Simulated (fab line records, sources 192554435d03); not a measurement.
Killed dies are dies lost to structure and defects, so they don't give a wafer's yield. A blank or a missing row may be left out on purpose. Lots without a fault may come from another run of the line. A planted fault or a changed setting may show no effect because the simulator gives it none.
Chamber matching | flow n5_finfet | N5_HKMG_FIN_ETCH_55 on rie_diel-01: 4 sister chambers
The step etches SOC in N2/H2, target depth 240 nm, time 300 s. 14 wafers are shown with their chamber, then 7 later ones without.

WAFERS WITH THEIR CHAMBER
wafer  | chamber | showerhead_plenum_p_Torr (Torr) | throttle_valve_pct (%) | drypump_motor_current_A (A)
L080.1 | 3       | 2.59                            | 17.48                  | 5.3
L080.2 | 2       | 2.70                            | 17.50                  | 5.9
L080.4 | 2       | 2.70                            | 17.50                  | 5.9
L081.2 | 3       | 2.59                            | 17.48                  | 5.2
L081.3 | 3       | 2.59                            | 17.47                  | 5.3
L081.4 | 2       | 2.70                            | 17.49                  | 5.9
L089.2 | 1       | 2.61                            | 17.92                  | 5.3
L089.3 | 0       | 2.70                            | 17.27                  | 5.9
L089.5 | 1       | 2.62                            | 17.92                  | 5.3
L092.3 | 0       | 2.70                            | 17.29                  | 5.9
L092.4 | 1       | 2.61                            | 17.92                  | 5.3
L092.5 | 0       | 2.70                            | 17.28                  | 5.9
L094.1 | 2       | 2.69                            | 17.56                  | 6.0
L094.2 | 0       | 2.70                            | 17.30                  | 5.9

SIGNATURES (means of the wafers above)
reading                  | chamber 0 | chamber 1 | chamber 2 | chamber 3 | scatter within a chamber
showerhead_plenum_p_Torr | 2.7000    | 2.6133    | 2.6975    | 2.5900    | 0.00376
throttle_valve_pct       | 17.2850   | 17.9200   | 17.5125   | 17.4767   | 0.0191
drypump_motor_current_A  | 5.900     | 5.300     | 5.925     | 5.267     | 0.0376
Rule: a wafer's distance from a chamber is the root of the sum, over the readings, of the square of ((its reading less the chamber's mean) divided by the reading's scatter). The wafer belongs to the nearest chamber; if the next one is less than 2 further off, it can't be placed. The scatter: the root of (the sum of the squares of (reading less its chamber's mean) over the shown wafers, divided by (wafers less chambers)).

WAFERS WITHOUT THEIR CHAMBER
wafer  | showerhead_plenum_p_Torr (Torr) | throttle_valve_pct (%) | drypump_motor_current_A (A)
L094.6 | 2.70                            | 17.29                  | 5.9
L096.1 | 2.69                            | 17.56                  | 5.9
L096.2 | 2.61                            | 17.94                  | 5.3
L096.4 | 2.58                            | 17.50                  | 5.3
L097.1 | 2.58                            | 17.52                  | 5.2
L097.2 | 2.69                            | 17.56                  | 5.9
L097.4 | 2.69                            | 17.31                  | 5.9

WHICH CHAMBER EACH WENT THROUGH
wafer  | from the rows above | in truth
L094.6 | 0                   | 0
L096.1 | 2                   | 2
L096.2 | 1                   | 1
L096.4 | 3                   | 3
L097.1 | 3                   | 3
L097.2 | 2                   | 2
L097.4 | 0                   | 0
Placed correctly: 7 of 7. Can't be placed from these rows: 0. Placed wrongly: 0.
